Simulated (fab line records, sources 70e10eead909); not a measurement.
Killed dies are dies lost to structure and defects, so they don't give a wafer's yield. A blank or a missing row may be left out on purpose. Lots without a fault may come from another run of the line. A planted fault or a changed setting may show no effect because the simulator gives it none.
Chamber matching | flow nand_harc | NHARC_A_STAIRCASE_DEP_325 on pecvd-02: 3 sister chambers
The step deposits SiO2, target thk 7200 nm. 6 wafers are shown with their chamber, then 10 later ones without.

WAFERS WITH THEIR CHAMBER
wafer  | chamber | heater_power_outer_w (W) | heater_power_w (W)
L082.3 | 1       | 445                      | 707
L084.2 | 2       | 378                      | 696
L086.5 | 1       | 381                      | 622
L086.6 | 2       | 288                      | 572
L087.1 | 0       | 338                      | 653
L087.5 | 0       | 307                      | 564

WAFERS WITHOUT THEIR CHAMBER
wafer  | heater_power_outer_w (W) | heater_power_w (W)
L087.6 | 289                      | 575
L089.2 | 456                      | 736
L089.3 | 345                      | 676
L089.5 | 304                      | 582
L095.2 | 360                      | 670
L095.4 | 307                      | 593
L095.6 | 372                      | 625
L096.2 | 440                      | 700
L096.4 | 390                      | 633
L096.6 | 304                      | 590

WHICH CHAMBER EACH WENT THROUGH
wafer  | from the rows above          | in truth
L087.6 | can't be placed: 0 or 2      | 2
L089.2 | can't be placed: 1 or 2      | 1
L089.3 | can't be placed: 2 or 0 or 1 | 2
L089.5 | can't be placed: 0 or 2      | 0
L095.2 | can't be placed: 2 or 1 or 0 | 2
L095.4 | can't be placed: 0 or 2      | 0
L095.6 | can't be placed: 2 or 1 or 0 | 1
L096.2 | can't be placed: 1 or 2      | 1
L096.4 | can't be placed: 1 or 2 or 0 | 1
L096.6 | can't be placed: 0 or 2      | 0
Placed correctly: 0 of 10. Can't be placed from these rows: 10 (the true chamber is among the candidates in 10). Placed wrongly: 0.
How it was worked out, from the rows above alone: a wafer's distance from a chamber is the root of the sum, over the readings, of the square of ((its reading less the chamber's mean) divided by the reading's scatter). The wafer belongs to the nearest chamber; if the next one is less than 2 further off, it can't be placed. A chamber's mean is the mean of its shown wafers. The scatter: the root of (the sum of the squares of (reading less its chamber's mean) over the shown wafers, divided by (wafers less chambers)).
